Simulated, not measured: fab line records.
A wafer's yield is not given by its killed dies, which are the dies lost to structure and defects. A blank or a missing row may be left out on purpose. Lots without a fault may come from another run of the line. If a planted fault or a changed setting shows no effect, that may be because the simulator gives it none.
Which of the tools did it? ; flow n5-finfet ; Sampling: 24 lots, 72 wafers, 5 of 1938 route steps

## WHAT EACH GAUGE READ, for each wafer
N5_BEOL_M1_CD_MEAS_35: target cd 18 nm, target cd y 21 nm. Usual: cd-nm 18.1 nm, standard deviation 0.45.
lot;measured;on;cd-nm (nm);flag
L075;day 6 13:39;cd-sem-02;18.5 18.3 18.8;
L076;day 6 23:08;cd-sem-03;17.8 18.7 18.5;
L077;day 7 04:00;cd-sem-03;18.0 17.9 18.1;
L074;day 7 12:02;cd-sem-03;17.9 18.3 18.3;
L078;day 7 15:16;cd-sem-02;18.4 18.5 18.0;
L079;day 7 14:49;cd-sem-02;18.7 18.4 18.6;
L080;day 7 15:37;cd-sem-03;17.6 17.8 17.8;
L081;day 7 21:04;cd-sem-03;17.7 18.2 17.9;
L082;day 8 08:46;cd-sem-03;18.0 18.2 17.7;
L083;day 8 17:38;cd-sem-02;18.4 18.0 18.2;
L084;day 9 02:16;cd-sem-02;18.2 18.2 17.9;
L085;day 9 06:30;cd-sem-03;17.7 18.2 17.4;
L086;day 9 18:08;cd-sem-01;18.4 17.3 17.3;
L087;day 9 22:32;cd-sem-01;18.6 17.8 18.0;
L088;day 9 23:00;cd-sem-03;18.0 17.5 18.1;
L089;day 10 01:59;cd-sem-02;17.3 18.1 17.7;
L090;day 10 07:29;cd-sem-02;18.6 18.3 18.4;
L091;day 10 10:46;cd-sem-01;18.1 18.3 17.8;
L092;day 10 18:28;cd-sem-03;16.9 18.1 17.8;
L093;day 11 01:23;cd-sem-02;18.0 17.8 18.2;
L094;day 11 04:52;cd-sem-03;17.3 18.7 17.5;
L095;day 11 18:40;cd-sem-01;18.5 18.2 18.7;
L096;day 11 16:55;cd-sem-02;18.8 18.6 18.2;
L097;day 11 22:54;cd-sem-03;17.9 18.1 17.9;

## WHAT TOOL EACH LOT RAN ON (gives the tool, then ch and the chambers of the sampled wafers, and finally the start)
lot;N5_BEOL_M0_SAQP_ETCH_49;N5_BEOL_M0_STRIP_142;N5_BEOL_M0_ETCH_109;N5_BEOL_M0_DEGAS_112
L075;rie-diel-01 ch 1,2,3, day 6 02:43;rie-diel-06 ch 0,1,3, day 6 06:45;rie-diel-05 ch 2,3, day 6 07:13;pvd-sputter-01, day 6 07:34
L076;rie-diel-04 ch 0,3, day 6 06:03;rie-diel-05 ch 1,2,3, day 6 07:55;rie-diel-05 ch 0,1, day 6 08:07;pvd-sputter-03, day 6 08:54
L077;rie-diel-02 ch 1,2,3, day 6 13:52;rie-diel-06 ch 0,2,3, day 6 15:32;rie-diel-06 ch 1,3, day 6 16:05;pvd-sputter-03, day 6 16:33
L074;rie-diel-02 ch 0,1,3, day 6 17:53;rie-diel-05 ch 2,3, day 7 00:40;rie-diel-06 ch 0,1,3, day 7 00:58;pvd-sputter-01, day 7 01:43
L078;rie-diel-02 ch 0,1,2, day 6 20:43;rie-diel-03 ch 0,1,2, day 7 04:35;rie-diel-06 ch 0,1,2, day 7 05:32;pvd-sputter-01, day 7 05:43
L079;rie-diel-04 ch 1,2, day 6 21:20;rie-diel-03 ch 0,2, day 7 00:55;rie-diel-03 ch 0,2,3, day 7 01:18;pvd-sputter-01, day 7 01:47
L080;rie-diel-04 ch 0,1,2, day 7 02:52;rie-diel-05 ch 0,3, day 7 05:37;rie-diel-05 ch 0,2,3, day 7 05:49;pvd-sputter-03, day 7 05:59
L081;rie-diel-02 ch 1,2, day 7 09:51;rie-diel-06 ch 1,2,3, day 7 11:42;rie-diel-03 ch 1,3, day 7 11:53;pvd-sputter-02, day 7 12:21
L082;rie-diel-02 ch 0,3, day 7 21:39;rie-diel-03 ch 1,2, day 8 02:22;rie-diel-03 ch 1, day 8 02:35;pvd-sputter-02, day 8 02:56
L083;rie-diel-04 ch 1,2,3, day 8 07:28;rie-diel-06 ch 1,3, day 8 09:15;rie-diel-05 ch 0,1,3, day 8 09:36;pvd-sputter-03, day 8 09:50
L084;rie-diel-01 ch 0,2,3, day 8 09:43;rie-diel-06 ch 0,1,3, day 8 13:19;rie-diel-05 ch 0,1,3, day 8 13:41;pvd-sputter-02, day 8 14:10
L085;rie-diel-01 ch 1,2, day 8 17:41;rie-diel-03 ch 1,2,3, day 8 22:47;rie-diel-05 ch 0,1,2, day 8 22:59;pvd-sputter-03, day 8 23:29
L086;rie-diel-04 ch 0,1, day 9 00:40;rie-diel-03 ch 2,3, day 9 02:10;rie-diel-05 ch 1,2, day 9 02:47;pvd-sputter-01, day 9 05:13
L087;rie-diel-02 ch 0,1, day 9 05:31;rie-diel-03 ch 0,3, day 9 07:59;rie-diel-03 ch 0,2,3, day 9 08:10;pvd-sputter-02, day 9 09:47
L088;rie-diel-01 ch 2,3, day 9 07:55;rie-diel-06 ch 0,1,2, day 9 09:29;rie-diel-03 ch 0,2,3, day 9 09:41;pvd-sputter-01, day 9 09:55
L089;rie-diel-04 ch 2,3, day 9 12:34;rie-diel-05 ch 0,1, day 9 17:38;rie-diel-06 ch 0,1,2, day 9 17:50;pvd-sputter-01, day 9 18:17
L090;rie-diel-01 ch 2,3, day 9 19:04;rie-diel-05 ch 0,1,3, day 9 22:16;rie-diel-06 ch 0,1,2, day 9 22:27;pvd-sputter-01, day 9 23:01
L091;rie-diel-02 ch 0,1, day 9 23:28;rie-diel-06 ch 1,2,3, day 10 02:17;rie-diel-05 ch 0,1,3, day 10 02:31;pvd-sputter-02, day 10 04:20
L092;rie-diel-01 ch 2,3, day 10 02:55;rie-diel-03 ch 2, day 10 04:33;rie-diel-05 ch 0,1, day 10 04:59;pvd-sputter-01, day 10 06:46
L093;rie-diel-01 ch 0,3, day 10 10:04;rie-diel-05 ch 0,1,3, day 10 14:35;rie-diel-05 ch 0,1,3, day 10 15:39;pvd-sputter-01, day 10 17:44
L094;rie-diel-02 ch 0,1,3, day 10 14:51;rie-diel-05 ch 0,1,2, day 10 19:52;rie-diel-05 ch 0,1,3, day 10 20:08;pvd-sputter-02, day 10 21:19
L095;rie-diel-01 ch 1,2,3, day 11 04:08;rie-diel-03 ch 2,3, day 11 07:42;rie-diel-06 ch 0,2,3, day 11 07:56;pvd-sputter-01, day 11 08:07
L096;rie-diel-04 ch 0,3, day 11 05:21;rie-diel-06 ch 0,2, day 11 07:33;rie-diel-03 ch 0,2, day 11 07:50;pvd-sputter-03, day 11 08:01
L097;rie-diel-01 ch 0,2,3, day 11 11:18;rie-diel-06 ch 0,2, day 11 13:49;rie-diel-03 ch 1,3, day 11 14:01;pvd-sputter-03, day 11 14:16
- N5_BEOL_M0_SAQP_ETCH_49: etches SiO2 in CF4/O2, target depth 37 nm.
- N5_BEOL_M0_STRIP_142: strips in N2/H2, time 10 s.
- N5_BEOL_M0_ETCH_109: etches SiCN in CH3F/O2, target depth 8 nm, overetch 2.4 nm, time 27.4 s.
- N5_BEOL_M0_DEGAS_112: time 60 s.

## WHAT THE TOOLS THEMSELVES READ (means of the sampled wafers that have a number; where no wafer has one, the mark that the record gives instead)
N5_BEOL_M0_SAQP_ETCH_49. Usual: drypump-motor-current-A 6.0 A, standard deviation 0.56; oes_o_777_au 0.80 a.u., standard deviation 0.084; oes-product-au 0.80 a.u., standard deviation 0.08; rf-vpp-V 239 V, standard deviation 7.6; showerhead-plenum-p-Torr 2.20 Torr, standard deviation 0.064; throttle-valve-pct 15.75 %, standard deviation 0.21.
lot;tool;drypump-motor-current-A (A);oes_o_777_au (a.u.);oes-product-au (a.u.);rf-vpp-V (V);showerhead-plenum-p-Torr (Torr);throttle-valve-pct (%);flag
L075;rie-diel-01;6.5;0.82;0.83;236;2.19;15.61;
L076;rie-diel-04;6.5;0.78;0.80;247;2.19;15.74;
L077;rie-diel-02;5.9;0.80;0.82;241;2.26;15.85;
L074;rie-diel-02;5.6;0.72;0.72;238;2.22;16.04;
L078;rie-diel-02;5.7;0.79;0.80;234;2.27;15.82;
L079;rie-diel-04;5.2;0.89;0.84;237;2.21;15.71;
L080;rie-diel-04;5.6;0.81;0.78;245;2.22;15.79;
L081;rie-diel-02;5.9;0.84;0.88;237;2.30;15.68;
L082;rie-diel-02;5.7;0.71;0.70;235;2.23;16.13;
L083;rie-diel-04;5.8;0.82;0.80;241;2.17;15.71;
L084;rie-diel-01;6.1;0.80;0.80;241;2.16;15.52;
L085;rie-diel-01;6.5;0.85;0.85;233;2.20;15.76;
L086;rie-diel-04;5.4;0.86;0.81;243;2.25;15.81;
L087;rie-diel-02;5.5;0.90;0.90;232;2.22;15.69;
L088;rie-diel-01;6.5;0.76;0.75;240;2.16;15.57;
L089;rie-diel-04;6.4;0.77;0.77;243;2.13;15.71;
L090;rie-diel-01;6.5;0.75;0.74;238;2.16;15.58;
L091;rie-diel-02;5.4;0.80;0.80;237;2.21;15.77;
L092;rie-diel-01;6.6;0.75;0.75;242;2.15;15.56;
L093;rie-diel-01;5.5;0.83;0.81;241;2.16;15.52;
L094;rie-diel-02;5.7;0.79;0.79;238;2.21;15.91;
L095;rie-diel-01;6.4;0.78;0.78;236;2.18;15.70;
L096;rie-diel-04;6.3;0.72;0.73;252;2.23;15.88;
L097;rie-diel-01;6.0;0.78;0.78;242;2.15;15.56;

N5_BEOL_M0_STRIP_142. Usual: bias-power-w 7.000 W, standard deviation 0.02; drypump-motor-current-A 5.5 A, standard deviation 0.5; oes-product-au 0.81 a.u., standard deviation 0.1; rf-vpp-V 59.2 V, standard deviation 0.82; showerhead-plenum-p-Torr 2.54 Torr, standard deviation 0.07; throttle-valve-pct 23.73 %, standard deviation 0.29.
lot;tool;bias-power-w (W);drypump-motor-current-A (A);oes-product-au (a.u.);rf-vpp-V (V);showerhead-plenum-p-Torr (Torr);throttle-valve-pct (%);flag
L075;rie-diel-06;7.027;5.3;0.77;59.7;2.57;23.67;
L076;rie-diel-05;6.984;5.4;0.78;58.8;2.52;23.70;
L077;rie-diel-06;7.002;4.9;0.77;59.2;2.58;23.71;
L074;rie-diel-05;6.970;5.7;0.72;58.7;2.49;23.89;
L078;rie-diel-03;7.012;6.0;0.87;59.8;2.53;23.85;
L079;rie-diel-03;6.990;6.0;0.83;59.4;2.57;24.10;
L080;rie-diel-05;7.003;6.0;0.83;58.9;2.48;23.50;
L081;rie-diel-06;7.011;5.1;0.69;59.8;2.53;23.72;
L082;rie-diel-03;6.987;5.8;0.91;59.0;2.57;23.95;
L083;rie-diel-06;6.989;5.2;0.69;58.7;2.57;23.71;
L084;rie-diel-06;7.006;5.4;0.75;59.1;2.56;23.68;
L085;rie-diel-03;6.973;5.7;0.83;59.5;2.57;23.98;
L086;rie-diel-03;6.996;5.6;0.76;58.8;2.62;24.28;
L087;rie-diel-03;6.988;6.0;0.89;59.5;2.54;23.97;
L088;rie-diel-06;6.992;5.3;0.83;58.3;2.51;23.61;
L089;rie-diel-05;7.003;5.6;0.86;59.2;2.49;23.37;
L090;rie-diel-05;6.991;5.7;0.80;59.2;2.52;23.60;
L091;rie-diel-06;7.007;5.1;0.76;58.9;2.52;23.65;
L092;rie-diel-03;7.009;5.8;0.86;59.3;2.60;24.24;
L093;rie-diel-05;7.011;5.7;0.78;58.8;2.51;23.63;
L094;rie-diel-05;7.016;5.3;0.80;58.7;2.47;23.52;
L095;rie-diel-03;7.004;5.6;0.89;58.7;2.61;24.09;
L096;rie-diel-06;6.987;4.9;0.90;59.1;2.51;23.55;
L097;rie-diel-06;7.014;4.9;0.89;59.4;2.51;23.56;

N5_BEOL_M0_ETCH_109. Usual: drypump-motor-current-A 5.5 A, standard deviation 0.51; oes-product-au 0.69 a.u., standard deviation 0.081; rf-vpp-V 297.3 V, standard deviation 1.2; showerhead-plenum-p-Torr 1.99 Torr, standard deviation 0.047; throttle-valve-pct 16.35 %, standard deviation 0.24.
lot;tool;drypump-motor-current-A (A);oes-product-au (a.u.);rf-vpp-V (V);showerhead-plenum-p-Torr (Torr);throttle-valve-pct (%);flag
L075;rie-diel-05;5.7;0.63;297.4;1.97;16.45;
L076;rie-diel-05;5.6;0.77;297.5;1.99;16.25;
L077;rie-diel-06;5.5;0.60;297.7;2.02;16.70;
L074;rie-diel-06;5.3;0.65;298.6;2.05;16.46;
L078;rie-diel-06;5.3;0.65;297.8;2.00;16.43;
L079;rie-diel-03;5.9;0.67;297.3;2.02;16.43;
L080;rie-diel-05;5.6;0.66;296.3;1.95;16.42;
L081;rie-diel-03;5.8;0.75;297.7;1.98;16.21;
L082;rie-diel-03;5.9;0.82;296.9;1.94;16.08;
L083;rie-diel-05;5.7;0.69;297.8;1.99;16.34;
L084;rie-diel-05;5.7;0.69;296.4;1.99;16.33;
L085;rie-diel-05;5.3;0.69;297.0;1.97;16.31;
L086;rie-diel-05;4.9;0.66;296.5;1.95;16.33;
L087;rie-diel-03;5.9;0.73;297.7;2.01;16.32;
L088;rie-diel-03;5.9;0.72;298.0;2.02;16.33;
L089;rie-diel-06;5.3;0.70;296.0;1.99;16.31;
L090;rie-diel-06;5.3;0.70;296.6;1.99;16.31;
L091;rie-diel-05;5.7;0.69;297.6;1.99;16.34;
L092;rie-diel-05;5.6;0.72;296.4;1.98;16.31;
L093;rie-diel-05;5.7;0.69;298.2;1.98;16.36;
L094;rie-diel-05;5.7;0.67;297.1;1.98;16.37;
L095;rie-diel-06;4.9;0.70;297.9;2.03;16.34;
L096;rie-diel-03;6.0;0.74;297.2;2.01;16.21;
L097;rie-diel-03;5.6;0.78;297.7;1.99;16.12;

N5_BEOL_M0_DEGAS_112. Usual: heater-power-w 326 W, standard deviation 32.
lot;tool;heater-power-w (W);flag
L075;pvd-sputter-01;321;
L076;pvd-sputter-03;340;
L077;pvd-sputter-03;315;
L074;pvd-sputter-01;301;
L078;pvd-sputter-01;320;
L079;pvd-sputter-01;340;
L080;pvd-sputter-03;298;
L081;pvd-sputter-02;302;
L082;pvd-sputter-02;348;
L083;pvd-sputter-03;319;
L084;pvd-sputter-02;333;
L085;pvd-sputter-03;340;
L086;pvd-sputter-01;343;
L087;pvd-sputter-02;347;
L088;pvd-sputter-01;346;
L089;pvd-sputter-01;349;
L090;pvd-sputter-01;315;
L091;pvd-sputter-02;338;
L092;pvd-sputter-01;314;
L093;pvd-sputter-01;348;
L094;pvd-sputter-02;329;
L095;pvd-sputter-01;347;
L096;pvd-sputter-03;343;
L097;pvd-sputter-03;287;

## THE ANSWER, worked out from the rows above alone
Rule: lot off if the mean of its wafers having a number is beyond 3 standard deviations from the usual mean. A lot without any number at a reading at which 4 lots or more have one is off too. The other lots that the step has rows for count as sound. First the gauges in route order, then the tools' own readings, where a lot's mean is used as printed above. At the first step where some lot is off, the reading lying furthest off is the one used; lots without a number count as furthest.
No lot is off at any reading shown: from this, nothing can be told.

## WHAT THE SIMULATOR HAD INSERTED
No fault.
